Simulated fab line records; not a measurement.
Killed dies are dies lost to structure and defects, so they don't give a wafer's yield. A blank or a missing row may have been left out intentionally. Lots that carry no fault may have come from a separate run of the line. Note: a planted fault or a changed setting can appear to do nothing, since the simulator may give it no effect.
fab line records -- flow n5Finfet -- part 2 of 2: steps 24 to 32 of 32
record lots=5, wafers=15, lastDay=16
route steps=1938 shown BEOL_M7@1309 BEOL_M8@1332
lots that met no fault: taken from a fault-free run of the same line
startH: start of the lot's first displayed wafer, in hours after the record's first day -- waitH: hours since the lot's step before -- " the same as in the row above -- L1.1+2: a single row standing in for several wafers -- - either no value or no given start -- * or withheld: withheld -- < > ~ a bound
route shown NAME@n: a module of which the file shows steps, and the number in the route of the first -- usual: mean/standard deviation of fault-free wafers -- same: alike in all rows -- chamber/n: place in a boat -- sites: each site's reading -- _std_site: standard deviation across them -- _edge_site: outer sites' mean less inner sites' -- radiusMm: how far each site lies from the wafer's centre -- mask NAME#n: copy n -- behind: the last tool/chamber to shape the wafer -- hold: why the lot went on hold/how many hours it stayed there/how the hold came to an end -- device: transistor that didn't switch, given as n, p or np -- end of line: the same wafers' tests at the end of the route -- step lacking rows: just its recipe -- killed: not the wafer's yield, but the dies lost to structure and defects at the first sort -- map: dies across one wafer; x = killed, . = not, _ = none there
set.NAME: the setting the step ran with; set.NAME@STEP: the setting that earlier step ran with -- model.NAME: the simulator's own value behind a step, which no gauge read
lots at selected steps of the route; one table per step, one row per wafer
services: a tool's chamber out of use, with start hour (startH, from the record's first day; less than 0 if before it), hours out, and reason
## steps
# step N5_BEOL_M8_ILD_DEP_00
# recipe material=SiCOH_lowk, targetThkA=1797.5, tempC=300, precursor=DEMS/porogen, pressureTorr=5, rfW=500, timeS=33.4
# usual heaterPowerW=358/61, showerheadPlenumPTorr=5.739/0.026, showerheadVppV=1421/77, throttleValvePct=13.5/0.66
lot.wafer,tool,chamber,startH,waitH,heaterPowerW,showerheadPlenumPTorr,showerheadVppV,throttleValvePct
L076.1,pecvd-03,1,196.55,0.0,388,5.768,1451,13.9
L076.2,pecvd-03,2,196.55,0.0,263,5.754,1396,13.3
L076.5,pecvd-03,1,196.55,0.0,398,5.787,1443,14.4
L083.2,pecvd-03,2,247.77,0.0,246,5.737,1416,12.8
L083.4,pecvd-03,0,247.77,0.0,318,5.746,1537,12.7
L083.6,pecvd-03,2,247.77,0.0,243,5.757,1414,13.1
L086.1,pecvd-03,2,271.35,0.0,264,5.750,1410,13.0
L086.3,pecvd-03,0,271.35,0.0,329,5.746,1576,13.2
L086.4,pecvd-03,2,271.35,0.0,263,5.750,1393,13.1
L088.1,pecvd-04,0,278.42,0.0,419,5.732,1367,14.0
L088.3,pecvd-04,2,278.42,0.0,371,5.731,1311,14.9
L088.5,pecvd-04,2,278.42,0.0,294,5.722,1302,15.1
L093.1,pecvd-04,2,313.87,0.0,350,5.727,1300,15.3
L093.3,pecvd-04,1,313.87,0.0,370,5.748,1395,13.6
L093.6,pecvd-04,1,313.87,0.0,364,5.753,1397,13.7
# step N5_BEOL_M8_CURE_74
# recipe tempC=385, timeS=240, ambient=He/Ar, material=SiCOH_lowk
# usual lampPowerPct=52.32/0.054, wafer_temp_C_max=386.8/0.47
lot.wafer,tool,chamber,startH,waitH,lampPowerPct,wafer_temp_C_max
L076.1,uvCure-02,1,196.62,0.0,52.42,387.0
L076.2,uvCure-02,1,196.62,0.0,52.29,386.6
L076.5,uvCure-02,1,196.62,0.0,52.26,386.7
L083.2,uvCure-02,2,247.91,0.1,52.31,386.0
L083.4,uvCure-02,2,247.91,0.1,52.26,386.6
L083.6,uvCure-02,2,247.91,0.1,52.31,386.7
L086.1,uvCure-03,2,271.42,0.0,52.27,386.6
L086.3,uvCure-03,2,271.42,0.0,52.30,386.6
L086.4,uvCure-03,2,271.42,0.0,52.30,387.2
L088.1,uvCure-02,1,278.48,0.0,52.27,386.9
L088.3,uvCure-02,1,278.48,0.0,52.40,386.7
L088.5,uvCure-02,1,278.48,0.0,52.33,386.6
L093.1,uvCure-02,1,313.93,0.0,52.27,386.6
L093.3,uvCure-02,1,313.93,0.0,52.37,386.5
L093.6,uvCure-02,1,313.93,0.0,52.37,386.1
# step N5_BEOL_M8_THK_MEAS_01
# recipe reads=SiCOH_lowk_of_BEOL_M8_ILD_DEP_00
# usual M8_ILD_THK=155.2/2.9
lot.wafer,tool,chamber,startH,waitH,M8_ILD_THK[nm]
L076.1,filmMetro-01,-,197.13,0.4,154.3
L076.2,filmMetro-01,-,197.13,0.4,148.9
L076.5,filmMetro-01,-,197.13,0.4,155.0
L083.2,filmMetro-01,-,248.34,0.4,150.1
L083.4,filmMetro-01,-,248.34,0.4,153.9
L083.6,filmMetro-01,-,248.34,0.4,153.9
L086.1,filmMetro-02,-,271.93,0.4,148.7
L086.3,filmMetro-02,-,271.93,0.4,151.7
L086.4,filmMetro-02,-,271.93,0.4,153.4
L088.1,filmMetro-02,-,279.00,0.4,154.2
L088.3,filmMetro-02,-,279.00,0.4,153.0
L088.5,filmMetro-02,-,279.00,0.4,156.9
L093.1,filmMetro-02,-,314.45,0.4,150.7
L093.3,filmMetro-02,-,314.45,0.4,151.1
L093.6,filmMetro-02,-,314.45,0.4,154.0
# step N5_BEOL_M8_PECVD_70
# recipe material=SiO2, targetThkA=200, tempC=400, precursor=TEOS/O2, pressureTorr=5.5, rfW=450, teosFlowSccm=53.8, gas=O2, flowSccm=3000, timeS=22.7
# usual heaterPowerW=804/110, showerheadPlenumPTorr=8.78/0.097, showerheadVppV=1336/74, throttleValvePct=22.0/1.1
lot.wafer,tool,chamber,startH,waitH,heaterPowerW,showerheadPlenumPTorr,showerheadVppV,throttleValvePct
L076.1,pecvd-01,0,197.17,0.0,663,8.89,1414,22.2
L076.2,pecvd-01,1,197.17,0.0,850,8.70,1351,21.3
L076.5,pecvd-01,1,197.17,0.0,860,8.68,1363,21.7
L083.2,pecvd-01,2,248.38,0.0,852,8.60,1279,20.6
L083.4,pecvd-01,1,248.38,0.0,939,8.69,1365,21.6
L083.6,pecvd-01,2,248.38,0.0,877,8.58,1270,20.4
L086.1,pecvd-01,1,271.97,0.0,1011,8.69,1336,21.6
L086.3,pecvd-01,0,271.97,0.0,748,8.90,1430,22.3
L086.4,pecvd-01,1,271.97,0.0,988,8.67,1347,21.8
L088.1,pecvd-03,0,279.03,0.0,689,8.84,1489,20.9
L088.3,pecvd-03,2,279.03,0.0,568,8.84,1315,21.0
L088.5,pecvd-03,2,279.03,0.0,566,8.83,1316,21.0
L093.1,pecvd-04,2,314.48,0.0,700,8.75,1222,24.4
L093.3,pecvd-04,1,314.48,0.0,863,8.83,1314,22.1
L093.6,pecvd-04,1,314.48,0.0,717,8.80,1308,21.9
# step N5_BEOL_M8_HM_DEP_02
# recipe material=TiN, targetThkA=200, tempC=25, chamberPressurePa=0.49996
# usual chamberPressurePa=0.4999/0.00099, throttleValvePct=29.9/1.3
lot.wafer,tool,chamber,startH,waitH,chamberPressurePa,throttleValvePct
L076.1,pvdSputter-03,-,197.93,0.7,0.5006,30.1
L076.2,pvdSputter-03,-,197.93,0.7,0.4986,30.1
L076.5,pvdSputter-03,-,197.93,0.7,0.5006,30.0
L083.2,pvdSputter-03,-,249.64,1.2,0.5003,30.1
L083.4,pvdSputter-03,-,249.64,1.2,0.4985,29.6
L083.6,pvdSputter-03,-,249.64,1.2,0.4997,30.1
L086.1,pvdSputter-02,-,275.28,3.3,0.5010,30.7
L086.3,pvdSputter-02,-,275.28,3.3,0.5012,29.2
L086.4,pvdSputter-02,-,275.28,3.3,0.4999,27.8
L088.1,pvdSputter-01,-,280.88,1.8,0.4989,30.8
L088.3,pvdSputter-01,-,280.88,1.8,0.4987,30.6
L088.5,pvdSputter-01,-,280.88,1.8,0.4988,30.7
L093.1,pvdSputter-02,-,319.03,4.5,0.4983,30.5
L093.3,pvdSputter-02,-,319.03,4.5,0.5006,27.7
L093.6,pvdSputter-02,-,319.03,4.5,0.5011,27.9
# step N5_BEOL_M8_COAT_59
# recipe resist=SOC, tempC=250, timeS=60, spinRpm=1500, resistThkNm=100
# usual heaterPowerTotalW=500.4/1.8, resistLineTempC=22.98/0.099
lot.wafer,tool,chamber,startH,waitH,heaterPowerTotalW,resistLineTempC
L076.1,lithoTrack-05,0,198.05,0.1,498.3,22.95
L076.2,lithoTrack-05,0,198.05,0.1,497.6,23.00
L076.5,lithoTrack-05,0,198.05,0.1,500.4,22.94
L083.2,lithoTrack-05,0,249.77,0.1,501.6,22.98
L083.4,lithoTrack-05,0,249.77,0.1,499.8,23.00
L083.6,lithoTrack-05,0,249.77,0.1,500.5,22.83
L086.1,lithoTrack-05,0,275.40,0.1,499.0,22.96
L086.3,lithoTrack-05,0,275.40,0.1,499.4,22.96
L086.4,lithoTrack-05,0,275.40,0.1,500.8,22.95
L088.1,lithoTrack-05,0,281.01,0.1,502.0,23.05
L088.3,lithoTrack-05,0,281.01,0.1,499.8,22.89
L088.5,lithoTrack-05,0,281.01,0.1,502.5,22.89
L093.1,lithoTrack-05,0,319.16,0.1,497.8,22.89
L093.3,lithoTrack-05,0,319.16,0.1,501.4,22.92
L093.6,lithoTrack-05,0,319.16,0.1,498.0,23.10
# step N5_BEOL_M8_COAT_60
# recipe resist=SiARC, tempC=220, timeS=60, spinRpm=1500, resistThkNm=35
# usual heaterPowerTotalW=427.6/2.2, resistLineTempC=22.98/0.098
lot.wafer,tool,chamber,startH,waitH,heaterPowerTotalW,resistLineTempC
L076.1,lithoTrack-05,0,-,-,427.6,22.95
L076.2,lithoTrack-05,0,-,-,424.1,22.83
L076.5,lithoTrack-05,0,-,-,429.9,22.85
L083.2,lithoTrack-05,0,-,-,429.2,23.12
L083.4,lithoTrack-05,0,-,-,425.0,23.05
L083.6,lithoTrack-05,0,-,-,425.6,23.09
L086.1,lithoTrack-05,0,-,-,429.4,22.87
L086.3,lithoTrack-05,0,-,-,429.5,22.99
L086.4,lithoTrack-05,0,-,-,430.4,23.11
L088.1,lithoTrack-05,0,-,-,426.2,22.96
L088.3,lithoTrack-05,0,-,-,424.7,23.08
L088.5,lithoTrack-05,0,-,-,429.3,22.99
L093.1,lithoTrack-05,0,-,-,427.3,23.10
L093.3,lithoTrack-05,0,-,-,424.0,22.99
L093.6,lithoTrack-05,0,-,-,428.5,23.06
# step N5_BEOL_M8_COAT_05
# recipe resist=CAR-ArF, spinRpm=1500, resistThkNm=90
# usual resistLineTempC=23.01/0.099
lot.wafer,tool,chamber,startH,waitH,resistLineTempC
L076.1,lithoTrack-05,0,-,-,22.93
L076.2,lithoTrack-05,0,-,-,22.90
L076.5,lithoTrack-05,0,-,-,22.93
L083.2,lithoTrack-05,0,-,-,23.32
L083.4,lithoTrack-05,0,-,-,23.00
L083.6,lithoTrack-05,0,-,-,23.25
L086.1,lithoTrack-05,0,-,-,22.95
L086.3,lithoTrack-05,0,-,-,22.93
L086.4,lithoTrack-05,0,-,-,23.05
L088.1,lithoTrack-05,0,-,-,23.02
L088.3,lithoTrack-05,0,-,-,22.91
L088.5,lithoTrack-05,0,-,-,23.03
L093.1,lithoTrack-05,0,-,-,23.05
L093.3,lithoTrack-05,0,-,-,23.06
L093.6,lithoTrack-05,0,-,-,22.97
# step N5_BEOL_M8_EBR_07
# recipe solvent=PGMEA, ebrWidthMm=1.5
# usual resistLineTempC=22.99/0.11
lot.wafer,tool,chamber,startH,waitH,resistLineTempC
L076.1,lithoTrack-05,0,-,-,23.02
L076.2,lithoTrack-05,0,-,-,22.86
L076.5,lithoTrack-05,0,-,-,22.85
L083.2,lithoTrack-05,0,-,-,23.13
L083.4,lithoTrack-05,0,-,-,23.13
L083.6,lithoTrack-05,0,-,-,23.20
L086.1,lithoTrack-05,0,-,-,22.98
L086.3,lithoTrack-05,0,-,-,22.96
L086.4,lithoTrack-05,0,-,-,22.93
L088.1,lithoTrack-05,0,-,-,23.10
L088.3,lithoTrack-05,0,-,-,23.07
L088.5,lithoTrack-05,0,-,-,22.96
L093.1,lithoTrack-05,0,-,-,22.93
L093.3,lithoTrack-05,0,-,-,23.03
L093.6,lithoTrack-05,0,-,-,22.96
## services
tool,chamber,startH,hours,kind
ecdCu-01,-,174.19,1.2,repair
cmp-04,-,177.55,0.7,repair
uvCure-03,-,177.67,2.8,pm
uvCure-01,-,177.78,2.8,pm
aldMetal-01,-,178.55,0.7,repair
cmp-01,-,181.78,3.0,repair
rieDiel-03,2,189.48,14.7,repair
cmp-01,-,196.02,4.0,pm
cvdCo-02,-,198.93,0.9,repair
uvCure-02,-,199.89,2.8,pm
cmp-04,-,207.57,24.7,pm
uvCure-01,-,232.86,7.5,pm
rieDiel-02,-,249.58,2.8,pm
aldMetal-04,-,249.82,6.0,pm
pecvd-02,0,251.39,5.1,repair
cmp-04,-,253.65,0.9,repair
uvCure-03,-,256.48,1.0,pm
cvdCo-01,1,260.15,4.1,repair
aldMetal-03,-,268.61,2.8,pm
wetBench-01,-,292.02,1.6,repair
pecvd-01,-,297.19,1.4,repair
uvCure-02,-,302.00,1.9,repair
cmp-04,-,310.99,4.0,pm
pecvd-01,1,314.37,13.0,repair
